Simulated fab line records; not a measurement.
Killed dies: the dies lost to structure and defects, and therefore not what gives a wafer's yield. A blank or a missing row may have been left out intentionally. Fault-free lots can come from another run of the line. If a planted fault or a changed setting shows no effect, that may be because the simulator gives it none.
Chamber matching | flow nandHarc | rieDiel-07 running NHARC_A_CHANNEL_HOLE_D1_ETCH_44: 4 sister chambers
The step etches the open film in CF4/O2, target depth 140 nm, overetch 14 nm, time 77 s. 4 wafers are shown with their chamber, then 8 later ones without.

## WAFERS PAIRED WITH THEIR CHAMBERS
wafer  | chamber | showerheadPlenumPTorr (Torr)
L085.1 | 3       | 1.289
L087.3 | 2       | 1.335
L087.5 | 1       | 1.330
L089.3 | 0       | 1.295

## WAFERS WITH NO CHAMBER GIVEN
wafer  | showerheadPlenumPTorr (Torr)
L089.4 | 1.289
L089.5 | 1.295
L094.1 | 1.335
L094.3 | 1.289
L094.5 | 1.289
L097.2 | 1.329
L097.3 | 1.295
L097.6 | 1.329

## WHICH CHAMBER EACH WENT THROUGH
wafer  | from the rows above | in truth
L089.4 | 3                   | 3
L089.5 | 0                   | 0
L094.1 | 2                   | 2
L094.3 | 3                   | 3
L094.5 | 3                   | 3
L097.2 | 1                   | 1
L097.3 | 0                   | 0
L097.6 | 1                   | 1
Placed correctly: 8 of 8. Number that these rows cannot place: 0. Number placed wrongly: 0.
How it was worked out, from the rows above alone: a wafer's distance from a chamber is the root of the sum, over the readings, of the square of ((its reading less the chamber's mean) divided by the reading's scatter). The wafer belongs to the nearest chamber; if the next one is less than 2 further off, it can't be placed. Each chamber's mean is taken over the wafers shown for it. The scatter: with one shown wafer a chamber, the root of the mean of the squares of how far each hidden wafer lies from its nearest shown one.
